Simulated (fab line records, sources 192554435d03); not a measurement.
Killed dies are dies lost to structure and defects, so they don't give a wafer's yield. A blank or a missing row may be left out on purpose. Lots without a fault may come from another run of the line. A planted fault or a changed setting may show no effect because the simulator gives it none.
fab line records | flow n5_finfet
record lots=11 wafers=33 last_day=17
route steps=1938 shown BEOL_M11@1578
lots that met no fault: from a run of the same line without faults
start_h: hours from the record's first day to the start of the lot's first wafer shown | wait_h: hours since the lot's step before | " the same as in the row above | L1.1+2: a row that stands for several wafers | - no value, or no start given | * or withheld: withheld | < > ~ a bound
route shown NAME@n: a module of which the file shows steps, and the number in the route of the first | usual: mean/standard deviation of fault-free wafers | same: alike in all rows | chamber/n: place in a boat | sites: the reading at each site | _std_site: their standard deviation | _edge_site: outer sites' mean less inner sites' | radius_mm: how far each site lies from the wafer's centre | mask NAME#n: copy n | behind: the tool/chamber that last shaped the wafer | hold: why the lot was held/for how many hours/how that ended | device: the transistor (n, p or np) that didn't switch | end of line: the same wafers' tests at the end of the route | a step without rows: its recipe alone | killed: dies lost to structure and defects at the first sort, not the wafer's yield | map: a wafer's dies, x killed, . not, _ none there
set.NAME: the setting as run; set.NAME@STEP: as run at that earlier step | model.NAME: the simulator's own value behind a step, which no gauge read
steps of the route over a sample of lots; a table a step, a row a wafer
services: from which hour (start_h, from the record's first day; less than 0 if before it) a tool's chamber was out of use, for how many hours, and why
## steps
# step N5_BEOL_M11_TRENCH_ETCH_37
# recipe chemistry=C4F6/O2 target_depth_a=1488.3 target=SiCOH_lowk time_s=48 ion_energy_ev=250 pressure_mtorr=30 source_w=345 bias_w=185 Ar_flow_sccm=300 C4F6_flow_sccm=10 O2_flow_sccm=10
# usual drypump_motor_current_A=5.8/0.6 oes_product_au=0.79/0.09 rf_vpp_V=666/7.7 showerhead_plenum_p_Torr=2.87/0.11 throttle_valve_pct=20.90/0.19
# columns lot.wafer tool chamber start_h wait_h drypump_motor_current_A oes_product_au rf_hours_counter_h rf_vpp_V showerhead_plenum_p_Torr throttle_valve_pct
L332.3 rie_diel-03 0 - - 5.1 0.72 181 657 2.73 20.79
L332.4 " 1 " " 6.1 0.72 156 678 2.95 20.99
L332.5 " 3 " " 6.4 0.89 - 677 3.02 20.63
L334.1 rie_diel-01 1 - - 4.7 0.93 17 668 2.91 20.95
L334.3 " 2 " " 6.6 0.94 11 664 2.80 20.95
L334.4 " 0 " " 5.8 0.90 42 657 3.00 20.66
L333.1 rie_diel-04 0 - - 5.4 0.75 179 661 2.95 21.16
L333.3 " 3 " " 6.8 0.67 233 657 2.70 20.76
L333.6 " 2 " " 6.1 0.70 - 664 2.80 21.09
L337.1 rie_diel-04 3 - - 6.8 0.67 237 658 2.69 20.76
L337.4 " 3 " " 6.7 0.67 - 656 2.69 20.76
L337.6 " 1 " " 5.4 0.89 - 668 2.91 20.95
L341.4 rie_diel-03 3 - - 6.4 0.84 48 676 3.01 20.66
L341.5 " 2 " " 5.5 0.71 - 663 2.82 21.14
L341.6 " 1 " " 6.1 0.71 - 677 2.94 21.05
L343.2 rie_diel-01 2 - - 6.6 0.89 32 665 2.79 20.99
L343.4 " 1 " " 4.7 0.89 39 669 2.90 20.97
L343.6 " 3 " " 6.2 0.74 - 677 2.73 20.78
L345.1 rie_diel-01 0 - - 5.8 0.85 64 656 2.99 20.69
L345.2 " 3 " " 6.2 0.74 146 676 2.74 20.80
L345.6 " 2 " " 6.6 0.89 - 664 2.79 21.00
L351.1 rie_diel-04 3 - - 6.8 0.95 9 668 3.02 20.44
L351.4 " 1 " " 5.4 0.86 61 667 2.90 20.99
L351.6 " 1 " " 5.4 0.86 - 669 2.90 20.99
L352.1 rie_diel-03 1 - - 6.1 0.69 197 677 2.93 21.06
L352.3 " 0 " " 5.1 0.70 214 657 2.71 20.84
L352.4 " 3 " " 6.4 0.82 68 676 3.00 20.70
L354.3 rie_diel-01 3 - - 6.2 0.74 162 675 2.73 20.81
L354.4 " 1 " " 4.7 0.86 55 668 2.90 21.00
L354.5 " 2 " " 6.6 0.86 - 663 2.78 21.02
L353.2 rie_diel-03 3 - - 6.4 0.81 74 676 3.00 20.71
L353.3 " 1 " " 6.1 0.69 203 678 2.93 21.06
L353.4 " 0 " " 5.1 0.69 219 657 2.71 20.83
# step N5_BEOL_M11_OCD_MEAS_38
# usual trench_depth_nm=149.0/1.8
# columns lot.wafer tool chamber start_h wait_h trench_depth_nm
L332.3 ocd-02 - 225.38 - 148.8
L332.4 " - " " 147.4
L332.5 " - " " 150.8
L334.1 ocd-01 - 243.24 - 151.0
L334.3 " - " " 153.2
L334.4 " - " " 150.3
L333.1 ocd-01 - 243.56 - 149.2
L333.3 " - " " 149.4
L333.6 " - " " 148.0
L337.1 ocd-02 - 255.42 - 146.1
L337.4 " - " " 147.1
L337.6 " - " " 151.0
L341.4 ocd-02 - 292.16 - 147.0
L341.5 " - " " 148.2
L341.6 " - " " 147.2
L343.2 ocd-01 - 312.81 - 152.8
L343.4 " - " " 152.0
L343.6 " - " " 149.8
L345.1 ocd-02 - 313.28 - 149.0
L345.2 " - " " 148.6
L345.6 " - " " 151.1
L351.1 ocd-01 - 347.35 - 151.3
L351.4 " - " " 152.7
L351.6 " - " " 152.6
L352.1 ocd-02 - 350.38 - 145.9
L352.3 " - " " 148.5
L352.4 " - " " 149.3
L354.3 ocd-02 - 367.12 - 149.4
L354.4 " - " " 150.7
L354.5 " - " " 151.3
L353.2 ocd-01 - 367.94 - 147.4
L353.3 " - " " 145.2
L353.4 " - " " 146.5
# step N5_BEOL_M11_HM_STRIP_39
# recipe chemistry=peroxide_tin_strip material=TiN target_depth_a=250 temp_c=50 time_s=158
# usual bath_heat_duty_pct=6.8/1.1 run_length_s=164.8/2.8
# columns lot.wafer tool chamber start_h wait_h bath_heat_duty_pct run_length_s
L332.3 wet_bench-05 2 225.41 0.0 8.0 165.2
L332.4 " 4 " " 7.1 163.8
L332.5 " 3 " " 5.2 163.7
L334.1 wet_bench-04 2 243.27 0.0 6.8 164.8
L334.3 " 1 " " 6.8 164.3
L334.4 " 7 " " 6.1 162.7
L333.1 wet_bench-05 5 243.59 0.0 6.2 163.8
L333.3 " 6 " " 7.1 161.7
L333.6 " 1 " " 6.3 163.4
L337.1 wet_bench-02 5 255.45 0.0 6.0 165.3
L337.4 " 3 " " 8.7 165.3
L337.6 " 4 " " 6.7 165.2
L341.4 wet_bench-04 6 292.19 0.0 6.8 162.5
L341.5 " 1 " " 5.9 164.5
L341.6 " 4 " " 6.3 162.7
L343.2 wet_bench-05 2 312.84 0.0 9.5 126.6
L343.4 " 3 " " 5.3 125.6
L343.6 " 4 " " 6.9 125.5
L345.1 wet_bench-05 3 313.32 0.0 5.0 126.9
L345.2 " 6 " " 7.4 123.7
L345.6 " 7 " " 5.0 126.7
L351.1 wet_bench-02 4 347.38 0.0 6.2 163.7
L351.4 " 7 " " 6.0 162.0
L351.6 " 0 " " 7.0 164.2
L352.1 wet_bench-02 4 350.42 0.0 7.2 163.0
L352.3 " 3 " " 8.2 165.4
L352.4 " 7 " " 6.9 161.9
L354.3 wet_bench-02 5 367.15 0.0 5.7 165.8
L354.4 " 0 " " 7.2 163.4
L354.5 " 7 " " 6.9 162.2
L353.2 wet_bench-04 0 367.98 0.0 9.0 164.9
L353.3 " 2 " " 6.0 164.0
L353.4 " 3 " " 6.8 167.0
# step N5_BEOL_M11_SPUTTER_48
# recipe material=Cu target_thk_a=120 temp_c=-20 bias_v=60 power_w=26000 chamber_pressure_pa=0.13 time_s=2
# usual chamber_pressure_pa=0.13/0.00026 chuck_gas_flow_sccm=1.25/0.048 throttle_valve_pct=30.0/0.85
# columns lot.wafer tool chamber start_h wait_h chamber_pressure_pa chuck_gas_flow_sccm throttle_valve_pct
L332.3 pvd_sputter-02 - 227.09 0.2 0.13028 1.29 28.9
L332.4 " - " " 0.1304 1.25 28.9
L332.5 " - " " 0.12987 1.16 29.7
L334.1 pvd_sputter-03 - 245.05 0.1 0.12999 1.25 30.6
L334.3 " - " " 0.13021 1.23 29.8
L334.4 " - " " 0.13007 1.19 29.9
L333.1 pvd_sputter-01 - 245.43 0.1 0.12986 1.28 30.8
L333.3 " - " " 0.12995 1.23 29.8
L333.6 " - " " 0.1299 1.27 31.9
L337.1 pvd_sputter-03 - 256.78 0.1 0.13009 1.29 30.7
L337.4 " - " " 0.13029 1.26 29.9
L337.6 " - " " 0.12997 1.21 29.9
L341.4 pvd_sputter-01 - 293.55 0.1 0.12982 1.36 30.7
L341.5 " - " " 0.12966 1.21 31.7
L341.6 " - " " 0.13 1.23 29.2
L343.2 pvd_sputter-03 - 314.54 0.4 0.13004 1.24 30.4
L343.4 " - " " 0.12997 1.25 30.8
L343.6 " - " " 0.12988 1.16 29.6
L345.1 pvd_sputter-03 - 315.76 0.2 0.12992 1.28 30.2
L345.2 " - " " 0.13063 1.28 30.7
L345.6 " - " " 0.13 1.16 29.9
L351.1 pvd_sputter-02 - 349.18 0.1 0.12993 1.23 28.8
L351.4 " - " " 0.13003 1.20 29.8
L351.6 " - " " 0.13002 1.23 30.0
L352.1 pvd_sputter-03 - 351.93 0.1 0.12986 1.19 30.1
L352.3 " - " " 0.12981 1.23 30.8
L352.4 " - " " 0.13061 1.18 30.4
L354.3 pvd_sputter-03 - 368.85 0.3 0.13018 1.29 30.1
L354.4 " - " " 0.12987 1.30 30.8
L354.5 " - " " 0.12987 1.15 29.8
L353.2 pvd_sputter-01 - 369.09 0.1 0.13007 1.28 28.9
L353.3 " - " " 0.13031 1.17 31.6
L353.4 " - " " 0.12969 1.22 30.1
## services
# columns tool chamber start_h hours kind
rie_diel-04 - 211.67 2.8 pm
rie_diel-01 - 217.33 9.7 repair
rie_diel-04 - 217.33 2.1 repair
rie_diel-01 - 229.97 2.8 pm
rie_diel-04 1 239.23 6.4 repair
rie_diel-04 2 247.20 - clean
rie_diel-04 2 247.20 - consumable_replace:focus_ring
rie_diel-04 2 247.20 17.3 scheduled_down
rie_diel-04 2 247.20 17.3 vent_cycle
rie_diel-01 3 284.47 7.4 repair
rie_diel-04 3 295.36 - clean
rie_diel-04 3 295.36 - consumable_replace:focus_ring
rie_diel-04 3 295.36 - consumable_replace:showerhead
rie_diel-04 3 295.36 27.3 scheduled_down
rie_diel-04 3 295.36 27.3 vent_cycle
pvd_sputter-01 - 352.67 1.6 repair
## key
first_sign step=N5_BEOL_M11_HM_STRIP_39 reading=run_length_s direction=down sigmas=14 usual=* struck=*
effect none on later readings
met_at N5_BEOL_M11_HM_STRIP_39
struck_lots L343,L345
not_acting_at N5_BEOL_M11_TRENCH_ETCH_37,N5_BEOL_M11_OCD_MEAS_38,N5_BEOL_M11_SPUTTER_48
onset_between 243.59 312.84
fault kind=process_parameter_drift tool=wet_bench-05 chamber=- onset_h=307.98 steps=N5_BEOL_M11_HM_STRIP_39 channel=time_s offset=* shape=step end_h=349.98 acts_in=* stated=*
